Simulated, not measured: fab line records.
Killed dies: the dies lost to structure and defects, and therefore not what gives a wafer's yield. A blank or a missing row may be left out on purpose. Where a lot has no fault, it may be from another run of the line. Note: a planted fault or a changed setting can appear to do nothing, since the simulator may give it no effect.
Split-lot study	flow n5Finfet	7 lots, 21 wafers read, on a route of 1938 steps

THE SPLIT
At N5_WELL_APT_PEB_23 (peb time 90 s), the setting pebTimeS was moved away from the recipe's 90 s on 7 of the 21 wafers read, by -20.9% to +21.1%. For the rest of the wafers, this setting stayed at what the recipe calls for.

FROM THE SPLIT TO THE READING: what the file shows between them, 2 steps
- N5_WELL_APT_DEVELOP_24: develop time 45 s
- N5_WELL_APT_HARDBAKE_29: time 120 s

THE READING
cdNm, in nm, at N5_WELL_APT_CD_MEAS_25 (target cd 200 nm). Typical for fault-free wafers on this fab line: 200.5 nm, with standard deviation 1.4 nm.

wafer	tool, chamber at the split	pebTimeS as run, s	against the recipe	cdNm, nm	against lot-mates on the recipe
L074.1	lithoTrack-03, 0	90	recipe	201.7	-
L074.3	lithoTrack-03, 0	77.44	-14.0%	194.2	-7.5
L074.4	lithoTrack-03, 0	77.44	-14.0%	194.3	-7.4
L077.2	lithoTrack-01, 0	90	recipe	199.5	-
L077.3	lithoTrack-01, 0	90	recipe	199.7	-
L077.6	lithoTrack-01, 0	76.68	-14.8%	190.9	-8.7
L078.1	lithoTrack-04, 0	90	recipe	201.3	-
L078.2	lithoTrack-04, 0	90	recipe	199.8	-
L078.6	lithoTrack-04, 0	90	recipe	198.3	-
L080.2	lithoTrack-04, 0	90	recipe	200.6	-
L080.3	lithoTrack-04, 0	90	recipe	198.4	-
L080.5	lithoTrack-04, 0	90	recipe	202.4	-
L082.2	lithoTrack-03, 0	90	recipe	198.3	-
L082.3	lithoTrack-03, 0	90	recipe	199.8	-
L082.5	lithoTrack-03, 0	90	recipe	201.3	-
L086.1	lithoTrack-04, 0	90	recipe	201.8	-
L086.5	lithoTrack-04, 0	71.22	-20.9%	188.5	-13.3
L086.6	lithoTrack-04, 0	71.22	-20.9%	190.1	-11.7
L095.1	lithoTrack-04, 0	109	+21.1%	208.8	+9.8
L095.3	lithoTrack-04, 0	90	recipe	199.0	-
L095.4	lithoTrack-04, 0	109	+21.1%	207.3	+8.3

THE FIT
A straight line over all 21 wafers: cdNm changes by +0.452 nm for each +1% of pebTimeS; r = +0.96; the points scatter about the line by 1.5 nm.
The same after taking each lot's own level away (the mean of its wafers on the recipe; 21 wafers): +0.516 nm for each +1%; r = +0.98; scatter 1.3 nm.
Per that fit: largest pebTimeS move, reading shift of 11 nm.
The lots' own levels span 199.00 to 201.80 nm, that is 2.0 times the standard deviation above.
In other words, the slope is changed by the lot-to-lot level; the two fits disagree.
Check: with one of the wafers moved furthest among these (+21.1%) left out of the fit, the line predicts +10.7 nm for it against its lot-mates. Against them it came out at +9.8 nm.

THESE WAFERS: OTHER SPLITS
Before the reading, these wafers also passed through other splits. Each is held against what the fit with the lots' levels taken away leaves over:
other split on the same wafers	wafers away from the commonest value	r with cdNm (lot level and that fit taken away)
N5_WELL_APT_COAT_02 spinRpm	8	-0.05
N5_WELL_APT_PEB_06 pebTimeS	9	+0.21

THE WHOLE CHAIN: every reading that the file lists as answering this split, in the file's order
step	what it does	reading	change (the file's fit)	r (the file's)
N5_WELL_APT_CD_MEAS_25	target cd 200 nm	cdNm	+0.528 nm for each +1% of the setting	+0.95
N5_WELL_APT_DESCUM_30	chemistry O2, time 7.9 s	WELL_APT.cdNm (the simulator's own value, which no gauge read)	+0.52 nm for each +1% of the setting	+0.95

FILE'S OWN FIT
cdNm changes by +0.528 nm for each +1% of pebTimeS, r = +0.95.
